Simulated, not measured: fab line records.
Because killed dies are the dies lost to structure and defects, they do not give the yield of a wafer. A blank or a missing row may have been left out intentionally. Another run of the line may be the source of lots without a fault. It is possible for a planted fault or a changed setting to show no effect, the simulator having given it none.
Matching of chambers | flow n5-finfet | 4 sister chambers for N5_BEOL_M13_TRENCH_ETCH_34 on rie-diel-06
The step etches SiOC in C4F8/O2/Ar, target depth 413.47 nm, time 162.6 s. 18 wafers are shown with their chamber, then 9 later ones without.

## EACH WAFER AND ITS CHAMBER
wafer  | chamber | showerhead-plenum-p-Torr (Torr) | drypump-motor-current-A (A) | throttle-valve-pct (%)
L075.1 | 0       | 3.32                            | 5.2                         | 24.58
L075.2 | 2       | 3.56                            | 5.6                         | 24.38
L075.6 | 1       | 3.34                            | 6.5                         | 24.10
L077.1 | 3       | 3.50                            | 5.7                         | 24.28
L077.4 | 0       | 3.32                            | 5.1                         | 24.57
L077.5 | 2       | 3.55                            | 5.6                         | 24.42
L079.1 | 3       | 3.50                            | 5.6                         | 24.28
L079.4 | 0       | 3.32                            | 5.1                         | 24.57
L079.6 | 2       | 3.55                            | 5.7                         | 24.40
L081.1 | 3       | 3.50                            | 5.7                         | 24.31
L081.3 | 1       | 3.33                            | 6.5                         | 23.83
L081.6 | 0       | 3.31                            | 5.2                         | 24.59
L085.1 | 2       | 3.54                            | 5.6                         | 24.43
L085.4 | 3       | 3.49                            | 5.7                         | 24.29
L085.5 | 0       | 3.31                            | 5.1                         | 24.61
L088.2 | 2       | 3.54                            | 5.6                         | 24.42
L088.3 | 0       | 3.31                            | 5.2                         | 24.61
L088.5 | 0       | 3.31                            | 5.1                         | 24.60

SIGNATURES (averages over the wafers above)
reading                  | chamber 0 | chamber 1 | chamber 2 | chamber 3 | scatter within a chamber
showerhead-plenum-p-Torr | 3.3143    | 3.3350    | 3.5480    | 3.4975    | 0.00642
drypump-motor-current-A  | 5.143     | 6.500     | 5.620     | 5.675     | 0.0483
throttle-valve-pct       | 24.5900   | 23.9650   | 24.4100   | 24.2900   | 0.0538
Rule: for each reading, subtract the chamber's mean from the wafer's reading, divide by that reading's scatter and square the result; add these up over the readings and take the root, which gives the wafer's distance from the chamber. If the next closest chamber is less than 2 further off than the closest, the wafer can't be placed; otherwise it belongs to the closest. The scatter is the square root of a quotient: the sum, over the shown wafers, of each reading's squared deviation from its chamber's mean, divided by wafers minus chambers.

## WAFERS MISSING THEIR CHAMBER
wafer  | showerhead-plenum-p-Torr (Torr) | drypump-motor-current-A (A) | throttle-valve-pct (%)
L090.4 | 3.54                            | 5.6                         | 24.44
L090.5 | 3.54                            | 5.6                         | 24.44
L090.6 | 3.32                            | 6.5                         | 23.83
L092.4 | 3.54                            | 5.7                         | 24.43
L092.5 | 3.48                            | 5.6                         | 24.33
L092.6 | 3.30                            | 5.2                         | 24.62
L095.1 | 3.32                            | 6.6                         | 23.83
L095.3 | 3.30                            | 5.2                         | 24.61
L095.5 | 3.32                            | 6.5                         | 23.84

## WHICH CHAMBER EACH WENT THROUGH
wafer  | from the rows above | in truth
L090.4 | 2                   | 2
L090.5 | 2                   | 2
L090.6 | 1                   | 1
L092.4 | 2                   | 2
L092.5 | 3                   | 3
L092.6 | 0                   | 0
L095.1 | 1                   | 1
L095.3 | 0                   | 0
L095.5 | 1                   | 1
Correct placement for 9 of the 9. From these rows, 0 cannot be placed. 0 placed wrongly.
